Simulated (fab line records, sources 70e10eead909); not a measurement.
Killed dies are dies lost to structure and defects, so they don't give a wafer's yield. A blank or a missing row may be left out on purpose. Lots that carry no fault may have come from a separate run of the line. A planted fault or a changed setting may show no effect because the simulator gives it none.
Matching of chambers ; flow nandHarc ; cmp-03 running NHARC_A_CONTACT_CMP_20: 4 sister chambers
The step polishes, t overpolish 30 s, target thk 300 nm. 4 wafers are shown with their chamber, then 6 later ones without.

WAFERS PAIRED WITH THEIR CHAMBERS
wafer;chamber;motorCurrentA (A)
L498.5;1;12.9
L498.6;0;12.2
L500.5;3;11.7
L500.6;2;12.1

WAFERS MISSING THEIR CHAMBER
wafer;motorCurrentA (A)
L499.2;11.6
L499.5;11.8
L499.6;13.2
L506.1;12.1
L506.2;11.5
L506.5;11.5

WHICH CHAMBER EACH WENT THROUGH
wafer;from the rows above;in truth
L499.2;3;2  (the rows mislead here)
L499.5;can't be placed: 3 or 2 or 0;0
L499.6;1;1
L506.1;can't be placed: 2 or 0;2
L506.2;3;3
L506.5;3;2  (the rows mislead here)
Correct placement for 2 of the 6. Not placeable from these rows: 2 (in 2, the candidates include the true chamber). Wrongly placed: 2.
How it was worked out, from the rows above alone: a wafer's distance from a chamber is the root of the sum, over the readings, of the square of ((its reading less the chamber's mean) divided by the reading's scatter). If the next closest chamber is less than 2 further off than the closest, the wafer can't be placed; otherwise it belongs to the closest. The mean given for a chamber averages the wafers shown for that chamber. The scatter (one wafer shown for each chamber): square how far every hidden wafer sits from the nearest shown wafer, average those squares and take the square root.
